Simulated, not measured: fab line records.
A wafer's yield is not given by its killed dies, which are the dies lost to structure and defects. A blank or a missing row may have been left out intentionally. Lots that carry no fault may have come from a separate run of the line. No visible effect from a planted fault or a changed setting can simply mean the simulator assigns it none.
Split-lot study :: flow n5Finfet :: 39 wafers read from 7 lots, route of 1938 steps

## ON THE SPLIT
At N5_BEOL_M12_ETCH_68 (etches SOC in N2/H2, time 285 s), the setting timeS was moved away from the recipe's 285 s on 12 of the 39 wafers read, by -55.8% to +59.3%. All remaining wafers had this setting at the recipe value.

The split's own step is where the reading is taken.

## THE READING
SiARC_of_BEOL_M12_COAT_66.thkNm (the simulator's own value, which no gauge read), in nm, at N5_BEOL_M12_ETCH_68 (etches SOC in N2/H2, time 285 s). There is no usual value for it anywhere in the file. Average 85.7 nm, standard deviation 0.41 nm, over the 27 wafers here run with the recipe.

wafer: L074.1
tool, chamber at the split: rieDiel-04, 3
timeS as run, s: 410
against the recipe: +43.9%
SiARC_of_BEOL_M12_COAT_66.thkNm, nm: 74.4
against lot-mates on the recipe: -11.3

wafer: L074.5
tool, chamber at the split: rieDiel-04, 3
timeS as run, s: 410
against the recipe: +43.9%
SiARC_of_BEOL_M12_COAT_66.thkNm, nm: 74.4
against lot-mates on the recipe: -11.3

wafer: L074.2
tool, chamber at the split: rieDiel-04, 1
timeS as run, s: 410
against the recipe: +43.9%
SiARC_of_BEOL_M12_COAT_66.thkNm, nm: 75.2
against lot-mates on the recipe: -10.5

wafer: L074.3
tool, chamber at the split: rieDiel-04, 0
timeS as run, s: 285
against the recipe: recipe
SiARC_of_BEOL_M12_COAT_66.thkNm, nm: 85.8
against lot-mates on the recipe: -

wafer: L074.4
tool, chamber at the split: rieDiel-04, 2
timeS as run, s: 285
against the recipe: recipe
SiARC_of_BEOL_M12_COAT_66.thkNm, nm: 85.4
against lot-mates on the recipe: -

wafer: L074.6
tool, chamber at the split: rieDiel-04, 0
timeS as run, s: 285
against the recipe: recipe
SiARC_of_BEOL_M12_COAT_66.thkNm, nm: 86
against lot-mates on the recipe: -

wafer: L075.1
tool, chamber at the split: rieDiel-04, 2,1
timeS as run, s: 125.9
against the recipe: -55.8%
SiARC_of_BEOL_M12_COAT_66.thkNm, nm: 98.6
against lot-mates on the recipe: +13.3

wafer: L075.2
tool, chamber at the split: rieDiel-04, 2,1
timeS as run, s: 125.9
against the recipe: -55.8%
SiARC_of_BEOL_M12_COAT_66.thkNm, nm: 98.6
against lot-mates on the recipe: +13.3

wafer: L075.3
tool, chamber at the split: rieDiel-04, 0
timeS as run, s: 285
against the recipe: recipe
SiARC_of_BEOL_M12_COAT_66.thkNm, nm: 85.6
against lot-mates on the recipe: -

wafer: L075.4
tool, chamber at the split: rieDiel-04, 3,1
timeS as run, s: 285
against the recipe: recipe
SiARC_of_BEOL_M12_COAT_66.thkNm, nm: 85.2
against lot-mates on the recipe: -

wafer: L075.6
tool, chamber at the split: rieDiel-04, 3,1
timeS as run, s: 285
against the recipe: recipe
SiARC_of_BEOL_M12_COAT_66.thkNm, nm: 85.2
against lot-mates on the recipe: -

wafer: L075.5
tool, chamber at the split: rieDiel-04, 0
timeS as run, s: 125.9
against the recipe: -55.8%
SiARC_of_BEOL_M12_COAT_66.thkNm, nm: 99
against lot-mates on the recipe: +13.7

wafer: L081.1
tool, chamber at the split: rieDiel-03, 1
timeS as run, s: 285
against the recipe: recipe
SiARC_of_BEOL_M12_COAT_66.thkNm, nm: 84.6
against lot-mates on the recipe: -

wafer: L081.2
tool, chamber at the split: rieDiel-03, 0,1
timeS as run, s: 285
against the recipe: recipe
SiARC_of_BEOL_M12_COAT_66.thkNm, nm: 85.2
against lot-mates on the recipe: -

wafer: L081.6
tool, chamber at the split: rieDiel-03, 0,1
timeS as run, s: 285
against the recipe: recipe
SiARC_of_BEOL_M12_COAT_66.thkNm, nm: 85.2
against lot-mates on the recipe: -

wafer: L081.3
tool, chamber at the split: rieDiel-03, 3
timeS as run, s: 285
against the recipe: recipe
SiARC_of_BEOL_M12_COAT_66.thkNm, nm: 86.4
against lot-mates on the recipe: -

wafer: L081.4
tool, chamber at the split: rieDiel-03, 2
timeS as run, s: 285
against the recipe: recipe
SiARC_of_BEOL_M12_COAT_66.thkNm, nm: 86.2
against lot-mates on the recipe: -

wafer: L081.5
tool, chamber at the split: rieDiel-03, 0
timeS as run, s: 285
against the recipe: recipe
SiARC_of_BEOL_M12_COAT_66.thkNm, nm: 85.8
against lot-mates on the recipe: -

wafer: L085.3
tool, chamber at the split: rieDiel-03, 0
timeS as run, s: 285
against the recipe: recipe
SiARC_of_BEOL_M12_COAT_66.thkNm, nm: 86.2
against lot-mates on the recipe: -

wafer: L085.4
tool, chamber at the split: rieDiel-03, 1
timeS as run, s: 285
against the recipe: recipe
SiARC_of_BEOL_M12_COAT_66.thkNm, nm: 85.6
against lot-mates on the recipe: -

wafer: L085.6
tool, chamber at the split: rieDiel-03, 2
timeS as run, s: 285
against the recipe: recipe
SiARC_of_BEOL_M12_COAT_66.thkNm, nm: 85.4
against lot-mates on the recipe: -

wafer: L090.1
tool, chamber at the split: rieDiel-01, 3
timeS as run, s: 140.4
against the recipe: -50.7%
SiARC_of_BEOL_M12_COAT_66.thkNm, nm: 97.6
against lot-mates on the recipe: +12.1

wafer: L090.2
tool, chamber at the split: rieDiel-01, 0,2
timeS as run, s: 140.4
against the recipe: -50.7%
SiARC_of_BEOL_M12_COAT_66.thkNm, nm: 97.8
against lot-mates on the recipe: +12.3

wafer: L090.3
tool, chamber at the split: rieDiel-01, 0,2
timeS as run, s: 140.4
against the recipe: -50.7%
SiARC_of_BEOL_M12_COAT_66.thkNm, nm: 97.8
against lot-mates on the recipe: +12.3

wafer: L090.4
tool, chamber at the split: rieDiel-01, 1,2
timeS as run, s: 285
against the recipe: recipe
SiARC_of_BEOL_M12_COAT_66.thkNm, nm: 85.6
against lot-mates on the recipe: -

wafer: L090.5
tool, chamber at the split: rieDiel-01, 1,2
timeS as run, s: 285
against the recipe: recipe
SiARC_of_BEOL_M12_COAT_66.thkNm, nm: 85.6
against lot-mates on the recipe: -

wafer: L090.6
tool, chamber at the split: rieDiel-01, 3
timeS as run, s: 285
against the recipe: recipe
SiARC_of_BEOL_M12_COAT_66.thkNm, nm: 85.2
against lot-mates on the recipe: -

wafer: L095.1
tool, chamber at the split: rieDiel-01, 3
timeS as run, s: 454
against the recipe: +59.3%
SiARC_of_BEOL_M12_COAT_66.thkNm, nm: 71.4
against lot-mates on the recipe: -14.5

wafer: L095.2
tool, chamber at the split: rieDiel-01, 1
timeS as run, s: 454
against the recipe: +59.3%
SiARC_of_BEOL_M12_COAT_66.thkNm, nm: 72
against lot-mates on the recipe: -13.9

wafer: L095.3
tool, chamber at the split: rieDiel-01, 2
timeS as run, s: 454
against the recipe: +59.3%
SiARC_of_BEOL_M12_COAT_66.thkNm, nm: 71.6
against lot-mates on the recipe: -14.3

wafer: L095.4
tool, chamber at the split: rieDiel-01, 0,3
timeS as run, s: 285
against the recipe: recipe
SiARC_of_BEOL_M12_COAT_66.thkNm, nm: 86
against lot-mates on the recipe: -

wafer: L095.6
tool, chamber at the split: rieDiel-01, 0,3
timeS as run, s: 285
against the recipe: recipe
SiARC_of_BEOL_M12_COAT_66.thkNm, nm: 86
against lot-mates on the recipe: -

wafer: L095.5
tool, chamber at the split: rieDiel-01, 2
timeS as run, s: 285
against the recipe: recipe
SiARC_of_BEOL_M12_COAT_66.thkNm, nm: 85.8
against lot-mates on the recipe: -

wafer: L096.1
tool, chamber at the split: rieDiel-03, 2
timeS as run, s: 285
against the recipe: recipe
SiARC_of_BEOL_M12_COAT_66.thkNm, nm: 85.4
against lot-mates on the recipe: -

wafer: L096.2
tool, chamber at the split: rieDiel-03, 3
timeS as run, s: 285
against the recipe: recipe
SiARC_of_BEOL_M12_COAT_66.thkNm, nm: 85.8
against lot-mates on the recipe: -

wafer: L096.3
tool, chamber at the split: rieDiel-03, 0,1
timeS as run, s: 285
against the recipe: recipe
SiARC_of_BEOL_M12_COAT_66.thkNm, nm: 86
against lot-mates on the recipe: -

wafer: L096.4
tool, chamber at the split: rieDiel-03, 0,1
timeS as run, s: 285
against the recipe: recipe
SiARC_of_BEOL_M12_COAT_66.thkNm, nm: 86
against lot-mates on the recipe: -

wafer: L096.5
tool, chamber at the split: rieDiel-03, 3
timeS as run, s: 285
against the recipe: recipe
SiARC_of_BEOL_M12_COAT_66.thkNm, nm: 85.6
against lot-mates on the recipe: -

wafer: L096.6
tool, chamber at the split: rieDiel-03, 0
timeS as run, s: 285
against the recipe: recipe
SiARC_of_BEOL_M12_COAT_66.thkNm, nm: 86.2
against lot-mates on the recipe: -
Where a row lists several chambers, the file gives one row for several wafers and doesn't say which wafer went through which chamber.

FIT RESULTS
A straight line over all 39 wafers: SiARC_of_BEOL_M12_COAT_66.thkNm changes by -0.238 nm for each +1% of timeS; r = -1.00; the points scatter about the line by 0.41 nm.
The same after taking each lot's own level away (the mean of its wafers on the recipe; 39 wafers): -0.243 nm for each +1%; r = -1.00; scatter 0.36 nm.
According to that fit, moving timeS by its largest amount changes the reading by 14 nm.
Across the lots, their own levels run from 85.33 to 85.93 nm, a range of 1.5 times the standard deviation given above.
The two slopes are in agreement: the lot-to-lot level therefore moves the slope only a little.
Check: with one of the wafers moved furthest among these (+59.3%) left out of the fit, the line predicts -14.4 nm for it against its lot-mates. Against them it came out at -14.5 nm.

## OTHER SPLITS ON THESE WAFERS
Other splits were also applied to these wafers ahead of the reading. Each is held against what the fit with the lots' levels taken away leaves over:
other split on the same wafers: N5_ZERO_LAYER_PECVD_02 timeS
wafers away from the commonest value: 15
r with SiARC_of_BEOL_M12_COAT_66.thkNm (lot level and that fit taken away): +0.06

other split on the same wafers: N5_ZERO_LAYER_DEVELOP_10 developTimeS
wafers away from the commonest value: 15
r with SiARC_of_BEOL_M12_COAT_66.thkNm (lot level and that fit taken away): -0.08

other split on the same wafers: N5_SDB_ALD_29 aldCycles
wafers away from the commonest value: 15
r with SiARC_of_BEOL_M12_COAT_66.thkNm (lot level and that fit taken away): -0.04

other split on the same wafers: N5_BEOL_M0_SAQP_ILD_DEP_01 timeS
wafers away from the commonest value: 9
r with SiARC_of_BEOL_M12_COAT_66.thkNm (lot level and that fit taken away): +0.12

other split on the same wafers: N5_BEOL_M8_ILD_DEP_00 timeS
wafers away from the commonest value: 9
r with SiARC_of_BEOL_M12_COAT_66.thkNm (lot level and that fit taken away): +0.05

## FILE'S OWN FIT
SiARC_of_BEOL_M12_COAT_66.thkNm changes by -0.243 nm for each +1% of timeS, r = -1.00.
